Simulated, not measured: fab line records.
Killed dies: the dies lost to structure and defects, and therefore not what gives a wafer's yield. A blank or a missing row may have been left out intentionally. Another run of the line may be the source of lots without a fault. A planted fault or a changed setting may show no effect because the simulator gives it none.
Which tool is to blame? | flow nand harc | 24 lots with 72 wafers sampled at 2 steps, on a route of 1302 steps

WHAT THE GAUGES READ, wafer by wafer
NHARC_A_CONTACT_OVL_MEAS_09. Usual: overlay x nm -0.1 nm, standard deviation 0.97; overlay y nm -0.2 nm, standard deviation 0.86.
lot  | measured     | on         | overlay x nm (nm) | overlay y nm (nm) | flag
L074 | day 22 12:57 | overlay-01 | -0.6 -0.2 0.0     | -0.8 0.0 -0.3     |
L075 | day 22 23:29 | overlay-01 | -1.5 -1.4 -1.5    | 0.0 1.1 0.4       |
L079 | day 23 05:56 | overlay-02 | -0.5 -1.0 -0.7    | -1.4 -1.5 -1.3    |
L077 | day 23 07:10 | overlay-02 | -0.4 -1.0 -0.8    | 0.2 0.2 0.6       |
L078 | day 23 13:54 | overlay-01 | -0.6 -0.3 -0.3    | -0.5 -0.1 -0.6    |
L076 | day 23 14:03 | overlay-02 | -0.1 -0.3 0.0     | -0.8 -0.5 -0.8    |
L080 | day 24 05:16 | overlay-01 | -0.6 -0.4 -1.2    | -0.5 -0.9 -0.7    |
L082 | day 24 18:31 | overlay-01 | 0.5 1.0 0.5       | -0.1 -0.5 -0.3    |
L081 | day 25 11:06 | overlay-02 | 0.4 0.3 0.1       | 0.2 0.4 0.4       |
L083 | day 25 23:41 | overlay-01 | -0.1 -0.1 -0.5    | 0.2 0.2 0.2       |
L084 | day 26 06:34 | overlay-01 | -0.5 -0.7 -0.7    | 0.8 0.8 0.9       |
L086 | day 26 14:58 | overlay-02 | -0.2 0.1 0.4      | 0.5 0.1 0.0       |
L085 | day 26 16:50 | overlay-01 | -0.9 -0.4 -0.6    | -1.1 0.1 0.0      |
L087 | day 27 16:05 | overlay-01 | 0.9 1.5 0.6       | -0.7 -1.4 -1.6    |
L088 | day 28 04:33 | overlay-02 | -0.2 -1.2 -1.2    | 1.2 1.7 1.4       |
L089 | day 28 05:34 | overlay-01 | 2.0 2.8 2.2       | -0.6 -0.6 -0.6    |
L090 | day 29 00:40 | overlay-01 | -1.7 -1.0 -0.8    | -1.3 -0.5 -0.9    |
L091 | day 29 13:26 | overlay-02 | -1.9 -2.0 -1.6    | 0.1 -0.1 -0.5     |
L092 | day 29 22:45 | overlay-01 | -1.1 -0.4 -0.5    | -1.4 -0.9 -1.2    |
L094 | day 30 04:52 | overlay-01 | 0.0 -0.8 0.3      | 0.8 0.0 0.2       |
L093 | day 30 06:34 | overlay-02 | -0.1 0.4 0.7      | -0.2 0.3 0.3      |
L096 | day 31 05:46 | overlay-02 | 0.8 0.8 0.4       | 0.4 0.0 0.2       |
L095 | day 32 09:27 | overlay-02 | 0.8 0.7 1.1       | -2.3 -1.8 -1.9    |
L097 | day 32 21:31 | overlay-02 | 0.8 1.0 1.9       | 1.2 0.7 1.8       |

NHARC_A_BLC_OVL_MEAS_11. Usual: overlay x nm -0.1 nm, standard deviation 0.73; overlay y nm 0.1 nm, standard deviation 0.92.
lot  | measured     | on         | overlay x nm (nm) | overlay y nm (nm) | flag
L074 | day 22 19:17 | overlay-02 | 0.0 -0.4 0.5      | 0.6 0.5 0.3       |
L075 | day 23 05:50 | overlay-01 | 0.9 0.1 -0.1      | -0.2 -0.6 -0.5    |
L079 | day 23 12:57 | overlay-02 | 0.6 0.1 -0.1      | -0.7 -2.0 -1.6    |
L077 | day 23 15:08 | overlay-02 | -0.4 0.2 -0.2     | 1.1 1.1 1.3       |
L078 | day 23 20:44 | overlay-02 | 0.3 0.2 0.4       | 0.1 -0.2 0.0      |
L076 | day 23 20:23 | overlay-01 | 0.2 -0.2 0.1      | -0.7 -0.9 -0.6    |
L080 | day 24 11:40 | overlay-01 | -0.4 -0.6 -0.8    | -1.0 -1.1 -0.1    |
L082 | day 25 00:45 | overlay-02 | -1.5 -1.3 -0.9    | -0.1 -0.6 -0.1    |
L081 | day 25 17:34 | overlay-02 | -0.9 -0.8 -1.0    | -1.4 -0.9 -1.2    |
L083 | day 26 09:41 | overlay-02 | 0.7 0.5 0.7       | 1.5 1.3 1.2       |
L084 | day 26 13:14 | overlay-02 | -1.1 -1.0 -1.0    | 0.9 1.5 1.5       |
L086 | day 26 22:03 | overlay-01 | 0.2 0.7 0.1       | 0.5 0.1 -0.2      |
L085 | day 26 23:19 | overlay-02 | -0.7 -1.0 -1.3    | 0.2 0.5 0.6       |
L087 | day 27 23:01 | overlay-01 | 0.9 0.9 0.8       | 2.4 1.7 2.1       |
L088 | day 28 10:54 | overlay-02 | 0.5 0.3 1.1       | 1.0 0.8 1.2       |
L089 | day 28 11:46 | overlay-02 | -0.7 -0.8 -0.8    | -0.6 -0.3 -0.5    |
L090 | day 29 06:51 | overlay-02 | 0.4 0.2 0.1       | -0.1 0.0 -0.4     |
L091 | day 29 19:37 | overlay-02 | 1.4 1.3 1.4       | 0.5 0.4 0.3       |
L092 | day 30 05:11 | overlay-02 | -0.2 -0.3 -1.0    | -1.6 -0.9 -1.0    |
L094 | day 30 11:38 | overlay-01 | -0.9 -0.9 -1.3    | -1.2 -1.2 -0.8    |
L093 | day 30 13:12 | overlay-02 | 0.6 0.5 0.1       | -0.1 0.2 0.6      |
L096 | day 31 11:58 | overlay-01 | -0.4 -0.9 -0.8    | 0.3 -0.1 -0.1     |
L095 | day 32 15:47 | overlay-02 | 0.3 0.1 0.2       | 0.1 0.6 0.6       |
L097 | day 33 04:48 | overlay-01 | -0.1 -0.3 -0.3    | 0.2 -0.1 0.3      |

TOOL THAT RAN EACH LOT (tool first, then ch and the chambers of the sampled wafers, then the start)
The record shows no process step preceding these readings.

AS READ BY THE TOOLS THEMSELVES (means over the sampled wafers that have a number; for cases with no such wafer, the mark the record gives instead)
The record holds no such reading with a usual standard deviation.

THE ANSWER, worked out from the rows above alone
Rule: lot off if the mean of its wafers having a number is beyond 3 standard deviations from the usual mean. Also off: a lot with no number at a reading for which 4 or more lots have one. The other lots that the step has rows for count as sound. After the gauges, taken in route order, come the tools' own readings; for these a lot's mean is taken, as printed above. The first step at which some lot is off is used, and at that step the reading that is off furthest; a lot without a number counts as furthest.
None of the lots is off at any reading shown; this tells nothing.

WHAT THE SIMULATOR HAD PUT IN
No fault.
